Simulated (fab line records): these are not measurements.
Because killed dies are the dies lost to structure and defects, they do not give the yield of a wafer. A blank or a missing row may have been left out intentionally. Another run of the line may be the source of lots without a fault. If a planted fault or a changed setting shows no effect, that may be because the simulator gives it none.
Chamber matching	flow n5-finfet	N5_BEOL_M8_CURE_75 on uv-cure-02 has 3 sister chambers
The step cures SiCOH lowk, time 120 s. 16 wafers are shown with their chamber, then 8 later ones without.

WAFERS PAIRED WITH THEIR CHAMBERS
wafer	chamber	wafer_temp_C_max	lamp-power-pct (%)
L076.1	1	371.6	52.32
L076.4	1	372.4	52.29
L076.6	1	371.3	52.40
L077.3	0	372.3	52.36
L077.4	0	372.7	52.31
L077.6	0	373.0	52.35
L079.1	2	371.2	52.33
L079.4	2	371.6	52.36
L079.6	2	371.2	52.32
L083.1	2	371.0	52.36
L083.4	2	371.1	52.37
L083.6	2	370.8	52.36
L084.1	1	371.9	52.26
L084.4	1	371.7	52.37
L084.6	1	371.4	52.29
L095.1	1	371.9	52.33

SIGNATURES (averages over the wafers above)
reading	chamber 0	chamber 1	chamber 2	scatter within a chamber
wafer_temp_C_max	372.667	371.743	371.150	0.33
lamp-power-pct	52.3400	52.3229	52.3500	0.0369
Rule: distance of a wafer from a chamber = root of the sum over the readings of ((wafer's reading minus chamber's mean) / reading's scatter) squared. If the next closest chamber is less than 2 further off than the closest, the wafer can't be placed; otherwise it belongs to the closest. The scatter: the root of (the sum of the squares of (reading less its chamber's mean) over the shown wafers, divided by (wafers less chambers)).

WAFERS MISSING THEIR CHAMBER
wafer	wafer_temp_C_max	lamp-power-pct (%)
L095.3	371.8	52.30
L095.4	371.7	52.37
L095.2	371.6	52.41
L095.5	372.4	52.43
L095.6	371.7	52.23
L097.2	372.7	52.32
L097.3	373.3	52.36
L097.5	372.8	52.30

CHAMBER TAKEN BY EACH
wafer	from the rows above	in truth
L095.3	can't be placed: 1 or 2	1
L095.4	can't be placed: 1 or 2 or 0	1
L095.2	can't be placed: 2 or 1 or 0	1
L095.5	can't be placed: 0 or 1 or 2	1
L095.6	can't be placed: 1 or 2 or 0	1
L097.2	0	0
L097.3	0	0
L097.5	0	0
Correct placement for 3 of the 8. Can't be placed from these rows: 5 (the true chamber is among the candidates in 5). 0 placed wrongly.
